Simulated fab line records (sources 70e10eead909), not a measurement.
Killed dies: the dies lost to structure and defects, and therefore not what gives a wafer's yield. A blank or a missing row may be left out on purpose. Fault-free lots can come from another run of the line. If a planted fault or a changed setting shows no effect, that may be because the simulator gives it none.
fab line records -- flow nandHarc -- part 2 of 2: steps 35 to 49 of 49
record lots=5, wafers=15, lastDay=30
route steps=1302 shown P_ZERO_WELL@34 P_STI@69
lots untouched by any fault: they come from a run of this same line in which no faults occurred
startH: hours from the record's first day to the start of the lot's first wafer shown -- waitH: hours from the lot's prior step to this one -- " repeats the value in the row above -- L1.1+2: a row that stands for several wafers -- - either no value or no given start -- * or withheld: withheld -- < > ~ a bound
route shown NAME@n: a module of which the file shows steps, and the number in the route of the first -- usual: the fault-free wafers' mean and standard deviation -- same: alike in all rows -- chamber/n: place in a boat -- sites: the reading at each site -- _std_site: the standard deviation of these -- _edge_site: outer sites' mean less inner sites' -- radiusMm: for every site, how far away it sits from the centre of the wafer -- mask NAME#n: copy n -- behind: the most recent tool/chamber to have shaped the wafer -- hold: reason for holding the lot/hours on hold/outcome of the hold -- device: whichever transistor did not switch (one of n, p or np) -- end of line: tests run on the same wafers once the route is complete -- for a step that has no rows: nothing shown but its recipe -- killed: the dies lost at the first sort to structure and to defects; this is not the yield of the wafer -- map: the dies of a wafer, with x for killed, . for not killed, _ for no die there
set.NAME: the run value of the setting; set.NAME@STEP: its run value at that earlier step -- model.NAME: the simulator's own value behind a step, which no gauge read
lots seen at some steps along the route; tables by step, rows by wafer
services: when a tool's chamber went out of use (startH, in hours from the record's first day, below 0 if earlier), for how many hours, and the reason
## steps
# step NHARC_P_ZERO_WELL_INSPECT_43
# usual rawDefectCount=14/7.2
lot.wafer,tool,chamber,startH,waitH,rawDefectCount
L081.1,defectInspect-01,-,97.73,0.6,32
L081.5,defectInspect-01,-,97.73,0.6,29
L081.6,defectInspect-01,-,97.73,0.6,39
L082.2,defectInspect-01,-,107.32,0.5,15
L082.4,defectInspect-01,-,107.32,0.5,14
L082.6,defectInspect-01,-,107.32,0.5,17
L085.1,defectInspect-02,-,138.94,0.6,11
L085.3,defectInspect-02,-,138.94,0.6,11
L085.6,defectInspect-02,-,138.94,0.6,11
L089.2,defectInspect-02,-,178.10,0.5,17
L089.3,defectInspect-02,-,178.10,0.5,22
L089.4,defectInspect-02,-,178.10,0.5,18
L091.1,defectInspect-02,-,197.55,0.6,5
L091.3,defectInspect-02,-,197.55,0.6,8
L091.6,defectInspect-02,-,197.55,0.6,6
# step NHARC_P_STI_ETCH_26
# recipe targetDepthA=110, chemistry=dHF, material=SiO2
lot.wafer,tool,chamber,startH,waitH
L081.6+1+5,wetBench-09,"2,4,6",97.79,0.1
L082.2+4+6,wetBench-06,"5,7,1",107.38,0.1
L085.6+1+3,wetBench-02,"7,0,1",139.00,0.1
L089.3+4+2,wetBench-02,"4,7,1",178.15,0.0
L091.6+3+1,wetBench-02,"3,5,7",197.60,0.0
# step NHARC_P_STI_PRECLEAN_27
# recipe timeS=*, tempC=50, bathAgeMin=0, chemistry=SC1
lot.wafer,tool,chamber,startH,waitH
L081.6+1+5,wetBench-09,"2,4,6",97.85,0.0
L082.2+4+6,wetBench-06,"5,7,1",107.44,0.0
L085.6+1+3,wetBench-02,"7,0,1",139.06,0.0
L089.3+4+2,wetBench-02,"4,7,1",178.22,0.1
L091.6+3+1,wetBench-02,"3,5,7",197.67,0.1
# step NHARC_P_STI_SRD_28
lot.wafer,tool,chamber,startH,waitH
L081.6+1+5,wetBench-09,"2,4,6",-,-
L082.2+4+6,wetBench-06,"5,7,1",-,-
L085.6+1+3,wetBench-02,"7,0,1",-,-
L089.3+4+2,wetBench-02,"4,7,1",-,-
L091.6+3+1,wetBench-02,"3,5,7",-,-
# step NHARC_P_STI_OXIDE_29
# recipe targetThkA=100, tempC=900, oxTimeS=1362, material=SiO2
# usual spikeTcCentreC=901.2/1.1, spikeTcTopC=915.1/1.2, zonePowerLowerPct=19.6/2.6, zonePowerUpperPct=19.3/1.9
lot.wafer,tool,chamber,startH,waitH,spikeTcCentreC,spikeTcTopC,zonePowerLowerPct,zonePowerUpperPct
L081.1,furnace-07,0,103.80,-,901.6,913.0,16.7,17.3
L081.5,furnace-07,0,103.80,-,901.9,914.1,16.3,17.4
L081.6,furnace-07,0,103.80,-,900.6,912.9,16.6,17.2
L082.2,furnace-07,0,114.72,-,899.9,915.1,16.7,17.3
L082.4,furnace-07,0,114.72,-,900.1,914.1,16.4,17.0
L082.6,furnace-07,0,114.72,-,900.3,913.8,16.6,17.2
L085.1,furnace-06,0,142.89,-,900.9,916.3,21.7,20.1
L085.3,furnace-06,0,142.89,-,901.3,915.4,21.1,20.1
L085.6,furnace-06,0,142.89,-,899.9,914.9,21.5,20.1
L089.2,furnace-02,0,181.89,-,901.8,915.6,22.4,22.3
L089.3,furnace-02,0,181.89,-,902.6,915.4,22.3,22.1
L089.4,furnace-02,0,181.89,-,901.7,916.3,22.5,22.6
L091.1,furnace-02,0,201.11,-,901.4,916.9,21.9,22.1
L091.3,furnace-02,0,201.11,-,902.3,916.6,22.1,22.5
L091.6,furnace-02,0,201.11,-,903.9,914.7,22.7,22.5
# step NHARC_P_STI_HM_DEP_30
# recipe targetThkA=800, tempC=790, pressureMtorr=300, timeS=873, material=Si3N4
# usual spikeTcCentreC=791.3/1.1, spikeTcTopC=804.5/2.9, zonePowerLowerPct=14.7/0.72, zonePowerUpperPct=13.1/0.53
lot.wafer,tool,chamber,startH,waitH,spikeTcCentreC,spikeTcTopC,zonePowerLowerPct,zonePowerUpperPct
L081.1,lpcvd-01,0,110.98,3.5,792.4,805.9,15.2,13.4
L081.5,lpcvd-01,0,110.98,3.5,791.1,805.1,15.2,13.3
L081.6,lpcvd-01,0,110.98,3.5,792.0,805.8,15.0,13.4
L082.2,lpcvd-02,1,121.87,3.5,791.6,800.4,15.6,12.2
L082.4,lpcvd-02,1,121.87,3.5,789.6,800.8,15.6,12.3
L082.6,lpcvd-02,1,121.87,3.5,790.5,799.8,15.2,12.0
L085.1,lpcvd-01,0,150.14,3.6,791.3,806.4,15.2,13.2
L085.3,lpcvd-01,0,150.14,3.6,791.5,806.4,15.4,13.3
L085.6,lpcvd-01,0,150.14,3.6,792.7,803.8,15.2,13.2
L089.2,lpcvd-01,1,189.10,3.5,792.5,808.3,13.7,13.2
L089.3,lpcvd-01,1,189.10,3.5,792.6,809.1,13.7,13.2
L089.4,lpcvd-01,1,189.10,3.5,792.1,807.8,13.8,13.1
L091.1,lpcvd-02,1,208.20,3.5,790.6,800.6,15.3,12.1
L091.3,lpcvd-02,1,208.20,3.5,789.2,800.1,15.4,12.1
L091.6,lpcvd-02,1,208.20,3.5,790.7,801.8,15.4,12.2
# step NHARC_P_STI_DEHYDRATE_01
# recipe tempC=150, timeS=120
lot.wafer,tool,chamber,startH,waitH
L081.1+5+6,lithoTrack-02,0,114.66,0.4
L082.2+4+6,lithoTrack-07,0,125.54,0.4
L085.1+3+6,lithoTrack-07,0,153.80,0.4
L089.2+3+4,lithoTrack-03,0,192.74,0.4
L091.1+3+6,lithoTrack-02,0,211.90,0.4
# step NHARC_P_STI_HMDS_02
# recipe timeS=30
lot.wafer,tool,chamber,startH,waitH
L081.1+5+6,lithoTrack-02,0,-,-
L082.2+4+6,lithoTrack-07,0,-,-
L085.1+3+6,lithoTrack-07,0,-,-
L089.2+3+4,lithoTrack-03,0,-,-
L091.1+3+6,lithoTrack-02,0,-,-
# step NHARC_P_STI_COAT_41
# recipe tempC=200, timeS=65
lot.wafer,tool,chamber,startH,waitH
L081.1+5+6,lithoTrack-02,0,-,-
L082.2+4+6,lithoTrack-07,0,-,-
L085.1+3+6,lithoTrack-07,0,-,-
L089.2+3+4,lithoTrack-03,0,-,-
L091.1+3+6,lithoTrack-02,0,-,-
# step NHARC_P_STI_COAT_03
# recipe spinRpm=2000, resistThkNm=600
lot.wafer,tool,chamber,startH,waitH
L081.1+5+6,lithoTrack-02,0,-,-
L082.2+4+6,lithoTrack-07,0,-,-
L085.1+3+6,lithoTrack-07,0,-,-
L089.2+3+4,lithoTrack-03,0,-,-
L091.1+3+6,lithoTrack-02,0,-,-
# step NHARC_P_STI_SOFTBAKE_04
# recipe tempC=125, timeS=70
lot.wafer,tool,chamber,startH,waitH
L081.1+5+6,lithoTrack-02,0,-,-
L082.2+4+6,lithoTrack-07,0,-,-
L085.1+3+6,lithoTrack-07,0,-,-
L089.2+3+4,lithoTrack-03,0,-,-
L091.1+3+6,lithoTrack-02,0,-,-
# step NHARC_P_STI_EBR_05
lot.wafer,tool,chamber,startH,waitH
L081.1+5+6,lithoTrack-02,0,-,-
L082.2+4+6,lithoTrack-07,0,-,-
L085.1+3+6,lithoTrack-07,0,-,-
L089.2+3+4,lithoTrack-03,0,-,-
L091.1+3+6,lithoTrack-02,0,-,-
# step NHARC_P_STI_EXPOSE_06
# recipe na=0.55, targetCdNm=200, doseMj=37.69, maskId=P_STI
# usual reticleTempC=23.00/0.096
lot.wafer,tool,chamber,startH,waitH,mask,reticleTempC
L081.1,krfScanner-04,0,114.95,-,P_STI#0,23.01
L081.5,krfScanner-04,0,114.95,-,P_STI#0,23.09
L081.6,krfScanner-04,0,114.95,-,P_STI#0,23.08
L082.2,krfScanner-04,0,125.71,-,P_STI#0,23.17
L082.4,krfScanner-04,0,125.71,-,P_STI#0,22.85
L082.6,krfScanner-04,0,125.71,-,P_STI#0,23.14
L085.1,krfScanner-02,0,153.96,-,P_STI#0,22.94
L085.3,krfScanner-02,0,153.96,-,P_STI#0,22.96
L085.6,krfScanner-02,0,153.96,-,P_STI#0,22.85
L089.2,krfScanner-02,0,192.91,-,P_STI#0,22.88
L089.3,krfScanner-02,0,192.91,-,P_STI#0,22.94
L089.4,krfScanner-02,0,192.91,-,P_STI#0,23.09
L091.1,krfScanner-02,0,212.07,-,P_STI#0,23.05
L091.3,krfScanner-02,0,212.07,-,P_STI#0,22.97
L091.6,krfScanner-02,0,212.07,-,P_STI#0,23.04
# step NHARC_P_STI_PEB_07
# recipe pebTempC=128, pebTimeS=80
lot.wafer,tool,chamber,startH,waitH
L081.1+5+6,lithoTrack-03,0,115.02,0.1
L082.2+4+6,lithoTrack-02,0,125.77,0.1
L085.1+3+6,lithoTrack-03,0,154.03,0.1
L089.2+3+4,lithoTrack-07,0,192.97,0.1
L091.1+3+6,lithoTrack-07,0,212.13,0.1
# step NHARC_P_STI_DEVELOP_08
# recipe timeS=50, devTempC=22
lot.wafer,tool,chamber,startH,waitH
L081.1+5+6,lithoTrack-03,0,-,-
L082.2+4+6,lithoTrack-02,0,-,-
L085.1+3+6,lithoTrack-03,0,-,-
L089.2+3+4,lithoTrack-07,0,-,-
L091.1+3+6,lithoTrack-07,0,-,-
## services
tool,chamber,startH,hours,kind
lithoTrack-07,-,76.00,7.0,pm
krfScanner-04,-,77.10,0.6,repair
rieDiel-11,-,80.31,9.0,pm
wetBench-09,-,81.89,1.6,repair
wetBench-05,-,84.80,8.0,pm
krfScanner-02,-,94.00,4.0,pm
rieDiel-12,-,95.09,9.0,pm
implanter-01,-,97.23,1.7,repair
lithoTrack-03,-,100.00,7.0,pm
krfScanner-02,-,111.42,0.8,repair
rieDiel-12,-,113.99,11.1,repair
lithoTrack-05,-,124.01,7.0,pm
rieDiel-08,0,126.90,15.9,repair
rieDiel-11,3,131.58,11.4,repair
rieDiel-12,-,138.53,9.9,repair
rieDiel-11,2,140.41,1.6,repair
implanter-02,-,146.00,13.0,pm
rieDiel-11,2,148.81,9.2,repair
rieDiel-11,1,156.05,28.9,repair
implanter-01,-,156.99,1.2,repair
wetBench-07,-,160.00,8.0,pm
krfScanner-04,-,182.00,4.0,pm
wetBench-05,-,197.99,1.9,repair
krfScanner-04,-,198.63,1.8,repair
